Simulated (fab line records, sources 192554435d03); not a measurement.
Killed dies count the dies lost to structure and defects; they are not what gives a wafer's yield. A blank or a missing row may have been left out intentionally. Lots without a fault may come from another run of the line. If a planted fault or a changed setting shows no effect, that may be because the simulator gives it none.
The tool behind it: which one? || flow n5_finfet || 40 wafers from 14 lots sampled at 4 of the route's 1938 steps

== WHAT THE GAUGES SHOWED, per wafer ==
N5_PMOS_HMC_CHANNEL_EPI_OVL_MEAS_10.
{"lot": "L162", "measured": "day 1 17:19", "on": "overlay-02", "PMOS_HMC_BLK_OVL (nm)": "1.5 1.6 1.3"}
{"lot": "L163", "measured": "day 1 23:25", "on": "overlay-01", "PMOS_HMC_BLK_OVL (nm)": "1.1 0.2 0.1"}
{"lot": "L164", "measured": "day 2 05:22", "on": "overlay-01", "PMOS_HMC_BLK_OVL (nm)": "-0.3 0.3 0.0"}
{"lot": "L166", "measured": "day 2 17:14", "on": "overlay-01", "PMOS_HMC_BLK_OVL (nm)": "1.1 0.6 0.9"}
{"lot": "L168", "measured": "day 3 05:20", "on": "overlay-01", "PMOS_HMC_BLK_OVL (nm)": "0.4 1.6"}
{"lot": "L169", "measured": "day 3 11:07", "on": "overlay-02", "PMOS_HMC_BLK_OVL (nm)": "0.4 1.2"}
{"lot": "L175", "measured": "day 4 23:10", "on": "overlay-02", "PMOS_HMC_BLK_OVL (nm)": "0.5 0.1 0.0"}
{"lot": "L177", "measured": "day 5 11:28", "on": "overlay-01", "PMOS_HMC_BLK_OVL (nm)": "0.4 0.2 0.8"}
{"lot": "L178", "measured": "day 5 17:21", "on": "overlay-01", "PMOS_HMC_BLK_OVL (nm)": "1.6 1.2 1.6"}
{"lot": "L180", "measured": "day 6 05:17", "on": "overlay-02", "PMOS_HMC_BLK_OVL (nm)": "-0.2 1.6 0.9"}
{"lot": "L182", "measured": "day 6 16:58", "on": "overlay-01", "PMOS_HMC_BLK_OVL (nm)": "1.0 0.6 0.1"}
{"lot": "L183", "measured": "day 6 23:19", "on": "overlay-01", "PMOS_HMC_BLK_OVL (nm)": "0.4 0.2 0.2"}
{"lot": "L184", "measured": "day 7 04:59", "on": "overlay-01", "PMOS_HMC_BLK_OVL (nm)": "-0.3 1.9 0.7"}
{"lot": "L185", "measured": "day 7 11:32", "on": "overlay-01", "PMOS_HMC_BLK_OVL (nm)": "-0.8 -0.4 -0.8"}

N5_FIN_SAQP_THK_MEAS_05.
{"lot": "L162", "measured": "day 1 21:27", "on": "film_metro-01", "thk_nm (nm)": "37.5 37.6 37.8"}
{"lot": "L163", "measured": "day 2 02:58", "on": "film_metro-02", "thk_nm (nm)": "37.9 37.8 38.0"}
{"lot": "L164", "measured": "day 2 09:12", "on": "film_metro-01", "thk_nm (nm)": "36.9 37.6 37.9"}
{"lot": "L166", "measured": "day 2 21:10", "on": "film_metro-01", "thk_nm (nm)": "37.7 37.3 37.9"}
{"lot": "L168", "measured": "day 3 09:13", "on": "film_metro-01", "thk_nm (nm)": "32.9 37.7"}
{"lot": "L169", "measured": "day 3 15:28", "on": "film_metro-01", "thk_nm (nm)": "33.3 38.1"}
{"lot": "L175", "measured": "day 5 06:14", "on": "film_metro-02", "thk_nm (nm)": "38.4 38.9 38.1"}
{"lot": "L177", "measured": "day 5 14:54", "on": "film_metro-02", "thk_nm (nm)": "38.2 37.6 38.4"}
{"lot": "L178", "measured": "day 5 21:49", "on": "film_metro-01", "thk_nm (nm)": "38.3 38.6 38.7"}
{"lot": "L180", "measured": "day 6 08:52", "on": "film_metro-02", "thk_nm (nm)": "38.6 38.2 38.6"}
{"lot": "L182", "measured": "day 6 20:44", "on": "film_metro-02", "thk_nm (nm)": "37.4 37.9 37.6"}
{"lot": "L183", "measured": "day 7 02:53", "on": "film_metro-01", "thk_nm (nm)": "37.4 37.8 37.7"}
{"lot": "L184", "measured": "day 7 08:41", "on": "film_metro-02", "thk_nm (nm)": "37.7 38.2 37.7"}
{"lot": "L185", "measured": "day 7 15:49", "on": "film_metro-01", "thk_nm (nm)": "37.1 38.4 37.6"}

== WHICH TOOL RAN EACH LOT (tool, then ch and the chambers of the sampled wafers, then the start) ==
{"lot": "L162", "N5_WELL_APT_EPI_41": "epi_rpcvd-03 ch 0, day 1 16:19", "N5_FIN_SAQP_HM_DEP_03": "pecvd-02 ch 0,1,2, day 1 21:22"}
{"lot": "L163", "N5_WELL_APT_EPI_41": "epi_rpcvd-03 ch 0, day 1 22:25", "N5_FIN_SAQP_HM_DEP_03": "pecvd-02 ch 0,1, day 2 02:53"}
{"lot": "L164", "N5_WELL_APT_EPI_41": "epi_rpcvd-02 ch 0, day 2 04:22", "N5_FIN_SAQP_HM_DEP_03": "pecvd-04 ch 0,2, day 2 09:07"}
{"lot": "L166", "N5_WELL_APT_EPI_41": "epi_rpcvd-02 ch 0, day 2 16:13", "N5_FIN_SAQP_HM_DEP_03": "pecvd-04 ch 1,2, day 2 21:05"}
{"lot": "L168", "N5_WELL_APT_EPI_41": "epi_rpcvd-02 ch 0, day 3 04:25", "N5_FIN_SAQP_HM_DEP_03": "pecvd-04 ch 0,1, day 3 09:07"}
{"lot": "L169", "N5_WELL_APT_EPI_41": "epi_rpcvd-01 ch 0, day 3 10:12", "N5_FIN_SAQP_HM_DEP_03": "pecvd-04 ch 0, day 3 15:23"}
{"lot": "L175", "N5_WELL_APT_EPI_41": "epi_rpcvd-02 ch 0, day 4 22:15", "N5_FIN_SAQP_HM_DEP_03": "pecvd-02 ch 0,2, day 5 06:08"}
{"lot": "L177", "N5_WELL_APT_EPI_41": "epi_rpcvd-01 ch 0, day 5 10:21", "N5_FIN_SAQP_HM_DEP_03": "pecvd-02 ch 0,2, day 5 14:47"}
{"lot": "L178", "N5_WELL_APT_EPI_41": "epi_rpcvd-03 ch 0, day 5 16:26", "N5_FIN_SAQP_HM_DEP_03": "pecvd-01 ch 0,1, day 5 21:44"}
{"lot": "L180", "N5_WELL_APT_EPI_41": "epi_rpcvd-02 ch 0, day 6 04:19", "N5_FIN_SAQP_HM_DEP_03": "pecvd-01 ch 0,1,2, day 6 08:46"}
{"lot": "L182", "N5_WELL_APT_EPI_41": "epi_rpcvd-03 ch 0, day 6 15:52", "N5_FIN_SAQP_HM_DEP_03": "pecvd-01 ch 0,1,2, day 6 20:38"}
{"lot": "L183", "N5_WELL_APT_EPI_41": "epi_rpcvd-02 ch 0, day 6 22:20", "N5_FIN_SAQP_HM_DEP_03": "pecvd-02 ch 0,2, day 7 02:47"}
{"lot": "L184", "N5_WELL_APT_EPI_41": "epi_rpcvd-01 ch 0, day 7 03:59", "N5_FIN_SAQP_HM_DEP_03": "pecvd-01 ch 0,1,2, day 7 08:37"}
{"lot": "L185", "N5_WELL_APT_EPI_41": "epi_rpcvd-02 ch 0, day 7 10:25", "N5_FIN_SAQP_HM_DEP_03": "pecvd-01 ch 0,2, day 7 15:43"}
- N5_WELL_APT_EPI_41: deposits Si from SiH4/H2, target thk 50 nm, time 297.7 s.
- N5_FIN_SAQP_HM_DEP_03: deposits SiNx from SiH4/NH3/N2, target thk 38 nm, time 33.6 s.

== WHAT THE TOOLS THEMSELVES READ (means of the sampled wafers that have a number; where no wafer has one, the mark that the record gives instead) ==
N5_WELL_APT_EPI_41.
{"lot": "L162", "tool": "epi_rpcvd-03", "chamber_pressure_Torr (Torr)": 20.00, "lamp_inner_pct (%)": 16.29, "throttle_valve_pct (%)": 10.71}
{"lot": "L163", "tool": "epi_rpcvd-03", "chamber_pressure_Torr (Torr)": 19.97, "lamp_inner_pct (%)": 16.32, "throttle_valve_pct (%)": 10.70}
{"lot": "L164", "tool": "epi_rpcvd-02", "chamber_pressure_Torr (Torr)": 20.02, "lamp_inner_pct (%)": 15.79, "throttle_valve_pct (%)": 11.43}
{"lot": "L166", "tool": "epi_rpcvd-02", "chamber_pressure_Torr (Torr)": 20.00, "lamp_inner_pct (%)": 15.81, "throttle_valve_pct (%)": 11.32}
{"lot": "L168", "tool": "epi_rpcvd-02", "chamber_pressure_Torr (Torr)": 20.00, "lamp_inner_pct (%)": 15.85, "throttle_valve_pct (%)": 11.52}
{"lot": "L169", "tool": "epi_rpcvd-01", "chamber_pressure_Torr (Torr)": 20.01, "lamp_inner_pct (%)": 16.07, "throttle_valve_pct (%)": 11.07}
{"lot": "L175", "tool": "epi_rpcvd-02", "chamber_pressure_Torr (Torr)": 20.01, "lamp_inner_pct (%)": 15.83, "throttle_valve_pct (%)": 11.17}
{"lot": "L177", "tool": "epi_rpcvd-01", "chamber_pressure_Torr (Torr)": 19.97, "lamp_inner_pct (%)": 15.95, "throttle_valve_pct (%)": 11.14}
{"lot": "L178", "tool": "epi_rpcvd-03", "chamber_pressure_Torr (Torr)": 19.99, "lamp_inner_pct (%)": 16.36, "throttle_valve_pct (%)": 10.61}
{"lot": "L180", "tool": "epi_rpcvd-02", "chamber_pressure_Torr (Torr)": 19.99, "lamp_inner_pct (%)": 15.78, "throttle_valve_pct (%)": 11.43}
{"lot": "L182", "tool": "epi_rpcvd-03", "chamber_pressure_Torr (Torr)": 19.91, "lamp_inner_pct (%)": 16.32, "throttle_valve_pct (%)": 10.81}
{"lot": "L183", "tool": "epi_rpcvd-02", "chamber_pressure_Torr (Torr)": 19.98, "lamp_inner_pct (%)": 15.80, "throttle_valve_pct (%)": 11.23}
{"lot": "L184", "tool": "epi_rpcvd-01", "chamber_pressure_Torr (Torr)": 20.06, "lamp_inner_pct (%)": 15.86, "throttle_valve_pct (%)": 11.27}
{"lot": "L185", "tool": "epi_rpcvd-02", "chamber_pressure_Torr (Torr)": 19.97, "lamp_inner_pct (%)": 15.98, "throttle_valve_pct (%)": 11.40}

N5_FIN_SAQP_HM_DEP_03.
{"lot": "L162", "tool": "pecvd-02", "chamber_pressure_Torr (Torr)": 1.498, "heater_power_w (W)": 749, "showerhead_plenum_p_Torr (Torr)": 5.20, "throttle_valve_pct (%)": 40.2}
{"lot": "L163", "tool": "pecvd-02", "chamber_pressure_Torr (Torr)": 1.499, "heater_power_w (W)": 708, "showerhead_plenum_p_Torr (Torr)": 5.14, "throttle_valve_pct (%)": 40.8}
{"lot": "L164", "tool": "pecvd-04", "chamber_pressure_Torr (Torr)": 1.500, "heater_power_w (W)": 714, "showerhead_plenum_p_Torr (Torr)": 5.06, "throttle_valve_pct (%)": 40.7}
{"lot": "L166", "tool": "pecvd-04", "chamber_pressure_Torr (Torr)": 1.502, "heater_power_w (W)": 679, "showerhead_plenum_p_Torr (Torr)": 5.18, "throttle_valve_pct (%)": 39.8}
{"lot": "L168", "tool": "pecvd-04", "chamber_pressure_Torr (Torr)": 1.498, "heater_power_w (W)": 624, "showerhead_plenum_p_Torr (Torr)": 5.14, "throttle_valve_pct (%)": 40.0}
{"lot": "L169", "tool": "pecvd-04", "chamber_pressure_Torr (Torr)": 1.500, "heater_power_w (W)": 750, "showerhead_plenum_p_Torr (Torr)": 5.04, "throttle_valve_pct (%)": 40.7}
{"lot": "L175", "tool": "pecvd-02", "chamber_pressure_Torr (Torr)": 1.499, "heater_power_w (W)": 766, "showerhead_plenum_p_Torr (Torr)": 5.24, "throttle_valve_pct (%)": 39.7}
{"lot": "L177", "tool": "pecvd-02", "chamber_pressure_Torr (Torr)": 1.500, "heater_power_w (W)": 824, "showerhead_plenum_p_Torr (Torr)": 5.25, "throttle_valve_pct (%)": 38.7}
{"lot": "L178", "tool": "pecvd-01", "chamber_pressure_Torr (Torr)": 1.501, "heater_power_w (W)": 773, "showerhead_plenum_p_Torr (Torr)": 5.11, "throttle_valve_pct (%)": 40.1}
{"lot": "L180", "tool": "pecvd-01", "chamber_pressure_Torr (Torr)": 1.504, "heater_power_w (W)": 734, "showerhead_plenum_p_Torr (Torr)": 5.13, "throttle_valve_pct (%)": 40.2}
{"lot": "L182", "tool": "pecvd-01", "chamber_pressure_Torr (Torr)": 1.500, "heater_power_w (W)": 787, "showerhead_plenum_p_Torr (Torr)": 5.12, "throttle_valve_pct (%)": 40.3}
{"lot": "L183", "tool": "pecvd-02", "chamber_pressure_Torr (Torr)": 1.501, "heater_power_w (W)": 798, "showerhead_plenum_p_Torr (Torr)": 5.25, "throttle_valve_pct (%)": 39.7}
{"lot": "L184", "tool": "pecvd-01", "chamber_pressure_Torr (Torr)": 1.501, "heater_power_w (W)": 829, "showerhead_plenum_p_Torr (Torr)": 5.12, "throttle_valve_pct (%)": 40.2}
{"lot": "L185", "tool": "pecvd-01", "chamber_pressure_Torr (Torr)": 1.497, "heater_power_w (W)": 698, "showerhead_plenum_p_Torr (Torr)": 5.15, "throttle_valve_pct (%)": 40.4}

== THE ANSWER, worked out from the rows above alone ==
Rule: the usual values come from the lots themselves. Put in order of their means at a reading, lots are off if they are a third of the lots or fewer, leave a main group of 4 or more, and stand apart from it by a gap of 3 or more times the standard deviation of the main group's means; of several such gaps the widest counts. A main group whose means are all the same, to the digits that the tables above print for the reading, isn't used. Also off: a lot with no number at a reading for which 4 or more lots have one. Any other lot the step has rows for is counted as sound. After the gauges, taken in route order, come the tools' own readings; for these a lot's mean is taken, as printed above. The first step at which some lot is off is used, and at that step the reading that is off furthest; a lot without a number counts as furthest.
Off at N5_FIN_SAQP_THK_MEAS_05 (thk_nm): L168, L169. Main group: mean 37.9 nm, sd 0.36.
A tool fits if, at a process step before that reading, it ran every lot that is off, and no sound lot after the first of them. Those tools and the gauges at N5_FIN_SAQP_THK_MEAS_05 are tried in the same way. One fits: pecvd-04 at N5_FIN_SAQP_HM_DEP_03. A fault onset in the window from L166 (day 2 21:05, its last sound lot) to L168 (day 3 09:07, its first lot off) fits.

== WHAT THE SIMULATOR PUT IN ==
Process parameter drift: pecvd-04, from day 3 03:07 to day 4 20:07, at N5_FIN_SAQP_HM_DEP_03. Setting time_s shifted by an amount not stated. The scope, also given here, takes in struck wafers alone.
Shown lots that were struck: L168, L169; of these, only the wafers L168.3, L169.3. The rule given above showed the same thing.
